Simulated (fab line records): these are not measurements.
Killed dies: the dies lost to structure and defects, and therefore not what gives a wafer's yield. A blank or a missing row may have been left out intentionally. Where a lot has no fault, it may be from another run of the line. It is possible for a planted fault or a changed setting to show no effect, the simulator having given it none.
Struck lot and sound lot, side by side | flow n5 finfet | 14 steps out of a route of 1938
Sound: these wafers, L748.1, L748.2, L748.3. Struck: wafer L759.1 (left out: L759.4, L759.5 of the same lot, which were not struck); the cause appears at the end.
Each step with rows lists, per side, the tool, then ch with its chambers, then its first start. Under that, the readings that differ: sound wafers | struck wafers | difference of the means | sigmas: that difference in standard deviations of wafers without a fault.
alike: readings whose means differ by less than 2 such deviations, and words and numbers that are the same on both sides. not compared: withheld readings, readings that some wafer has no value for, bounds like >300 that may hide the same value, and numbers for which the record gives no deviation and whose values overlap.
The two part at a step that has a row with sigmas, a row that says differs or no value, or rows on one side only. When numbers do not overlap yet have no deviation, they are printed without sigmas and do not part them. A reading missing from all wafers of one side parts the sides only when that side holds two or more wafers.

first, 8 steps without rows for these wafers: N5_BEOL_M15_COAT_60 (time 60 s, resist thk 89 nm); N5_BEOL_M15_COAT_22 (resist thk 800 nm); N5_BEOL_M15_EBR_24; N5_BEOL_M15_SOFTBAKE_23 (time 60 s); N5_BEOL_M15_EXPOSE_25 (exposes mask M15, target cd 400 nm); N5_BEOL_M15_PEB_26 (peb time 90 s); N5_BEOL_M15_DEVELOP_27 (develop time 45 s); N5_BEOL_M15_HARDBAKE_32 (time 120 s).
N5_BEOL_M15_CD_MEAS_28 targets a cd of 407.6 nm.
  sound on cd sem-02 ch 0, day 12 15:55; struck on cd sem-02 ch 0, day 16 00:53
  alike: cd nm
N5_BEOL_M15_OVL_MEAS_29:
  sound on overlay-02 ch 0, day 12 15:56; struck on overlay-01 ch 0, day 16 00:55
  alike: M15_OVL
N5_BEOL_M15_INSPECT_30: inspects for defects (macro).
  struck on defect inspect-01, day 16 00:56; sound on defect inspect-01, day 12 15:58
  alike: raw defect count
N5_BEOL_M15_DESCUM_33: chemistry O2, time 7.9 s.
  sound on rie diel-01 ch 0,1,3, day 12 16:00; struck on rie diel-02 ch 0, day 16 00:58
  alike: drypump motor current A, oes product au, rf vpp V, showerhead plenum p Torr, throttle valve pct
  not compared: rf hours counter h
N5_BEOL_M15_ETCH_61: etches BARC in N2/H2, target depth 89 nm, overetch 26.7 nm, time 67.9 s.
  sound on rie diel-01 ch 0,1,3, day 12 16:02; struck on rie diel-02 ch 0, day 16 01:01
  reading      | sound             | struck | difference | sigmas
  bias w (W)   | 149.4 149.6 149.2 | 141.8  | -7.6       | -18
  rf vpp V (V) | 523.8 521.3 521.6 | 505.1  | -17.1      | -10
  alike: drypump motor current A, oes product au, showerhead plenum p Torr, throttle valve pct
  not compared: rf hours counter h
N5_BEOL_M15_TRENCH_ETCH_34: etches SiO2 in C4F8/O2/Ar, target depth 872.93 nm, time 199 s.
  sound on rie diel-01 ch 0,1,3, day 12 16:05; struck on rie diel-02 ch 0, day 16 01:04
  alike: C4F8_flow_sccm, bias w, drypump motor current A, mfc ar sccm, oes_ar_750_au, oes product au, rf vpp V, showerhead plenum p Torr, throttle valve pct
  not compared: rf hours counter h

== WHERE THEY PART ==
At N5_BEOL_M15_ETCH_61 and nowhere else, as far as this record goes. Later steps at which nothing parts them and some readings are alike: N5_BEOL_M15_TRENCH_ETCH_34.

WHY: whatever the simulator had introduced
rie diel-02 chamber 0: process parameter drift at N5_BEOL_M15_ETCH_61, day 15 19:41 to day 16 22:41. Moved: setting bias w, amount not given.
